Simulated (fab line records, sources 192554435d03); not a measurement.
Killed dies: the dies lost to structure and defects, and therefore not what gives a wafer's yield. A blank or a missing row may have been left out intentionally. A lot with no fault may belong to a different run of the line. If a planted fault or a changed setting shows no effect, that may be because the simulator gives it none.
Matching of chambers | flow n5-finfet | N5_BEOL_M5_DESCUM_16 on rie-diel-01 has 4 sister chambers
The step chemistry O2, time 7 s. 8 wafers are shown with their chamber, then 11 later ones without.

== EACH WAFER AND ITS CHAMBER ==
wafer  | chamber | showerhead-plenum-p-Torr (Torr) | drypump-motor-current-A (A)
L083.5 | 2       | 2.00                            | 6.1
L085.4 | 1       | 2.07                            | 5.8
L085.6 | 0       | 2.15                            | 5.2
L086.1 | 0       | 2.14                            | 5.2
L086.2 | 1       | 2.07                            | 5.9
L087.2 | 2       | 1.99                            | 6.1
L087.6 | 3       | 2.03                            | 6.2
L090.2 | 3       | 2.03                            | 6.2

== WAFERS WITH NO CHAMBER GIVEN ==
wafer  | showerhead-plenum-p-Torr (Torr) | drypump-motor-current-A (A)
L090.3 | 2.14                            | 5.2
L090.4 | 2.07                            | 5.8
L093.1 | 2.03                            | 6.3
L093.2 | 2.14                            | 5.2
L093.3 | 2.03                            | 6.2
L094.4 | 2.03                            | 6.2
L094.5 | 2.14                            | 5.2
L094.6 | 2.07                            | 5.8
L095.2 | 2.07                            | 5.8
L095.4 | 2.14                            | 5.2
L095.5 | 2.07                            | 5.8

== THE CHAMBER EACH PASSED THROUGH ==
wafer  | from the rows above | in truth
L090.3 | 0                   | 0
L090.4 | 1                   | 1
L093.1 | 3                   | 3
L093.2 | 0                   | 0
L093.3 | 3                   | 3
L094.4 | 3                   | 3
L094.5 | 0                   | 0
L094.6 | 1                   | 1
L095.2 | 1                   | 1
L095.4 | 0                   | 0
L095.5 | 1                   | 1
11 of 11 placed correctly. Number that these rows cannot place: 0. Number placed wrongly: 0.
How it was worked out, from the rows above alone: a wafer's distance from a chamber is the root of the sum, over the readings, of the square of ((its reading less the chamber's mean) divided by the reading's scatter). The wafer belongs to the nearest chamber; if the next one is less than 2 further off, it can't be placed. For every chamber, the mean is computed from those of its wafers that are shown. The scatter: the root of (the sum of the squares of (reading less its chamber's mean) over the shown wafers, divided by (wafers less chambers)).
